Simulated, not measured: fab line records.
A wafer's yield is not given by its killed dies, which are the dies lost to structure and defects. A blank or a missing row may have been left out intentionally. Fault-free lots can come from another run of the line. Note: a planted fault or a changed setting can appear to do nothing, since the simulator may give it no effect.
One fault through the eyes of 2 desks | flow nand_harc | each desk has only its own numbers; what lay behind them comes last

== FOR THE TOOL OWNER'S DESK: cvd_w-02 ==
The tool's own readings at NHARC_A_CONTACT_CVD_19 (deposits W, target thk 300 nm, time 802 s): means of the sampled wafers that have a number, for each lot that ran on this tool. If a lot's mean is further than 4 standard deviations from the usual mean, the lot is out of limits and carries the mark OUT (the distance appears in the brackets).
Columns: A = heater_power_w at NHARC_A_CONTACT_CVD_19, usual 461 W; B = throttle_valve_pct at NHARC_A_CONTACT_CVD_19, usual 7.76 %
lot  | first seen here | A   | B
L429 | day 23 19:19    | 466 | 7.80
L431 | day 23 22:17    | 491 | 7.69
L430 | day 24 04:34    | 480 | 7.60
L435 | day 25 15:50    | 488 | 7.73
L433 | day 25 18:32    | 469 | 7.92
L441 | day 29 09:32    | 468 | 7.75
L442 | day 29 21:25    | 458 | 7.69
L445 | day 30 00:57    | 455 | 7.58
L450 | day 32 10:03    | 458 | 7.73
This desk found nothing out of limits on any of the 9 lots.

== FROM THE METROLOGY DESK ==
What the gauges read, lot by lot, whatever tool the lot ran on: means of the sampled wafers that have a number. If a lot's mean is further than 4 standard deviations from the usual mean, the lot is out of limits and carries the mark OUT (the distance appears in the brackets).
Columns: A = cd_nm at NHARC_A_CONTACT_CD_MEAS_15, usual 190.2 nm
lot  | first seen here | A
L427 | day 22 12:18    | 190.5
L429 | day 23 18:11    | 189.6
L431 | day 23 21:01    | 191.0
L430 | day 24 03:08    | 190.3
L435 | day 25 14:41    | 190.2
L433 | day 25 16:43    | 189.9
L436 | day 26 06:48    | 189.9
L438 | day 27 07:17    | 190.0
L441 | day 29 08:22    | 189.6
L442 | day 29 19:53    | 189.1
L445 | day 29 23:02    | 189.9
L450 | day 32 08:55    | 190.6
This desk found nothing out of limits on any of the 12 lots.

== TAKEN TOGETHER ==
The desk of the tool owner found nothing out of limits.
At the metrology desk, nothing out of limits was observed.

== WHAT THE SIMULATOR PUT IN ==
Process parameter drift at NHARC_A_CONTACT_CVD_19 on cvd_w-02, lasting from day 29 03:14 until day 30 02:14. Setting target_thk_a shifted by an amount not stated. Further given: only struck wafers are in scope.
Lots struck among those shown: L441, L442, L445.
